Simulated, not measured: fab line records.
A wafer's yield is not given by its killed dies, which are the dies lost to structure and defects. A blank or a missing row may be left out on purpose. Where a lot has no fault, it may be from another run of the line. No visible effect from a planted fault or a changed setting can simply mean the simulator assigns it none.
What tool caused it?	flow n5 finfet	at 1 step of a route of 1938, 21 lots with 63 wafers sampled

WHAT THE GAUGES SHOWED, per wafer
N5_BEOL_M1_OVL_MEAS_12. Usual: for M1_OVL the level is -0.3 nm and the standard deviation is 0.7.
lot	measured	on	M1_OVL (nm)	flag
L074	day 6 06:16	overlay-01	-0.5 -0.7 -1.6	
L075	day 6 12:48	overlay-02	-0.7 0.3 -0.6	
L077	day 6 17:09	overlay-01	0.2 -0.6 -1.3	
L076	day 6 18:44	overlay-01	-0.8 0.1 -1.4	
L078	day 7 05:49	overlay-01	-0.6 -0.3 0.0	
L079	day 7 09:38	overlay-02	-0.8 -1.2 -1.1	
L080	day 7 15:41	overlay-02	-1.3 -1.0 -0.9	
L081	day 7 21:25	overlay-01	-0.4 -0.1 0.3	
L082	day 8 07:04	overlay-01	0.1 1.0 0.1	
L083	day 8 07:15	overlay-01	0.1 0.0 -0.1	
L084	day 8 10:53	overlay-01	0.2 -0.5 0.5	
L086	day 9 06:07	overlay-02	-0.4 0.3 -0.4	
L088	day 9 15:52	overlay-02	0.4 0.9 0.6	
L090	day 10 09:10	overlay-01	-0.9 -0.6 0.9	
L091	day 10 20:29	overlay-02	-0.5 -0.3 -0.4	
L092	day 11 06:22	overlay-01	0.1 0.1 0.6	
L094	day 11 10:50	overlay-01	-1.9 -0.8 -1.1	
L093	day 11 11:04	overlay-02	0.0 -0.4 -0.5	
L095	day 11 14:28	overlay-01	1.3 0.8 0.2	
L096	day 11 19:02	overlay-01	0.0 -0.5 0.8	
L097	day 12 10:03	overlay-01	0.9 0.9 0.8	

WHICH TOOL RAN EACH LOT (tool, then ch and the chambers of the sampled wafers, then the start)
The record holds no process step before these readings.

WHAT THE TOOLS THEMSELVES READ (means of the sampled wafers that have a number; where no wafer has one, the mark that the record gives instead)
The record holds no such reading with a usual standard deviation.

THE ANSWER, worked out from the rows above alone
Rule: a lot is off if the mean of its wafers that have a number lies more than 3 standard deviations from the usual mean. Also off: a lot with no number at a reading for which 4 or more lots have one. The other lots that the step has rows for count as sound. The gauges are gone through in route order, then the tools' own readings, and for those a lot's mean is taken as printed above. The first step at which some lot is off is used, and at that step the reading that is off furthest; a lot without a number counts as furthest.
No lot is off at any reading shown: from this, nothing can be told.

WHAT THE SIMULATOR HAD INSERTED
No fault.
